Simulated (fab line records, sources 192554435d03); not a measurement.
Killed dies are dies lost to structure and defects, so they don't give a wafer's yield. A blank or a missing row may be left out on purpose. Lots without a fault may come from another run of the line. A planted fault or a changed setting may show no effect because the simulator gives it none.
Which tool did it? | flow n5_finfet | 10 lots, 30 wafers sampled, at 2 steps of a route of 1938

WHAT THE GAUGES READ, wafer by wafer
N5_BEOL_M14_INSPECT_30: inspects for defects (macro).
lot  | measured     | on                | raw_defect_count
L828 | day 10 15:40 | defect_inspect-02 | 1 2 3
L830 | day 11 11:13 | defect_inspect-02 | 2 0 2
L835 | day 12 18:00 | defect_inspect-01 | 1 0 3
L837 | day 13 18:19 | defect_inspect-02 | 3 0 1
L841 | day 14 10:46 | defect_inspect-01 | 238 1 0
L843 | day 14 21:23 | defect_inspect-02 | 1 239 1
L845 | day 15 12:44 | defect_inspect-02 | 1 3 5
L848 | day 15 20:53 | defect_inspect-01 | 0 2 2
L850 | day 16 19:59 | defect_inspect-02 | 5 2 4
L851 | day 16 20:20 | defect_inspect-02 | 3 1 0

WHICH TOOL RAN EACH LOT (tool, then ch and the chambers of the sampled wafers, then the start)
lot  | N5_BEOL_M14_STRIP_63
L828 | rie_diel-06 ch 0,1,3, day 10 14:00
L830 | rie_diel-03 ch 1,3, day 11 10:00
L835 | rie_diel-02 ch 0,1,3, day 12 17:00
L837 | rie_diel-03 ch 0,1,3, day 13 17:00
L841 | rie_diel-03 ch 1,2,3, day 14 10:00
L843 | rie_diel-03 ch 0,1,3, day 14 20:00
L845 | rie_diel-06 ch 0,2,3, day 15 12:00
L848 | rie_diel-02 ch 2,3, day 15 20:00
L850 | rie_diel-06 ch 0,1,2, day 16 19:00
L851 | rie_diel-06 ch 1,2, day 16 19:00
- N5_BEOL_M14_STRIP_63: strips in O2.

WHAT THE TOOLS THEMSELVES READ (means of the sampled wafers that have a number; where no wafer has one, the mark that the record gives instead)
N5_BEOL_M14_STRIP_63.
lot  | tool        | drypump_motor_current_A (A) | oes_product_au (a.u.) | rf_vpp_V (V) | showerhead_plenum_p_Torr (Torr) | throttle_valve_pct (%)
L828 | rie_diel-06 | 5.77                        | 0.79                  | 3.2          | 2.05                            | 16.66
L830 | rie_diel-03 | 5.67                        | 0.74                  | 4.0          | 2.04                            | 16.58
L835 | rie_diel-02 | 5.57                        | 0.76                  | 3.6          | 2.00                            | 16.85
L837 | rie_diel-03 | 5.41                        | 0.78                  | 2.8          | 2.07                            | 16.53
L841 | rie_diel-03 | 5.58                        | 0.76                  | 4.3          | 2.05                            | 16.61
L843 | rie_diel-03 | 5.41                        | 0.77                  | 4.3          | 2.07                            | 16.55
L845 | rie_diel-06 | 5.83                        | 0.83                  | 3.0          | 2.12                            | 16.55
L848 | rie_diel-02 | 5.72                        | 0.86                  | 3.6          | 2.03                            | 16.49
L850 | rie_diel-06 | 5.65                        | 0.78                  | 3.5          | 2.07                            | 16.62
L851 | rie_diel-06 | 5.50                        | 0.78                  | 3.5          | 2.10                            | 16.63

THE ANSWER, worked out from the rows above alone
Rule: what is usual is taken from the lots themselves. Put in order of their means at a reading, lots are off if they are a third of the lots or fewer, leave a main group of 4 or more, and stand apart from it by a gap of 3 or more times the standard deviation of the main group's means; of several such gaps the widest counts. A main group whose means are all the same, to the digits that the tables above print for the reading, isn't used. A lot without any number at a reading at which 4 lots or more have one is off too. The other lots that the step has rows for count as sound. The gauges are gone through in route order, then the tools' own readings, and for those a lot's mean is taken as printed above. The first step at which some lot is off is used, and at that step the reading that is off furthest; a lot without a number counts as furthest.
Off: L841, L843, at N5_BEOL_M14_INSPECT_30 (raw_defect_count). The main group: mean 1.9, standard deviation 0.86.
A tool fits if, at a process step before that reading, it ran every lot that is off, and no sound lot after the first of them. The gauges at N5_BEOL_M14_INSPECT_30 are tried like those tools. One fits: rie_diel-03 at N5_BEOL_M14_STRIP_63. Its last sound lot is L837 (day 13 17:00), its first lot that is off L841 (day 14 10:00): a fault that began between those two fits.

WHAT THE SIMULATOR HAD PUT IN
Chamber particle source: rie_diel-03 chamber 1, from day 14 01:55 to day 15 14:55, at N5_BEOL_M14_STRIP_63. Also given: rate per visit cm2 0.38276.
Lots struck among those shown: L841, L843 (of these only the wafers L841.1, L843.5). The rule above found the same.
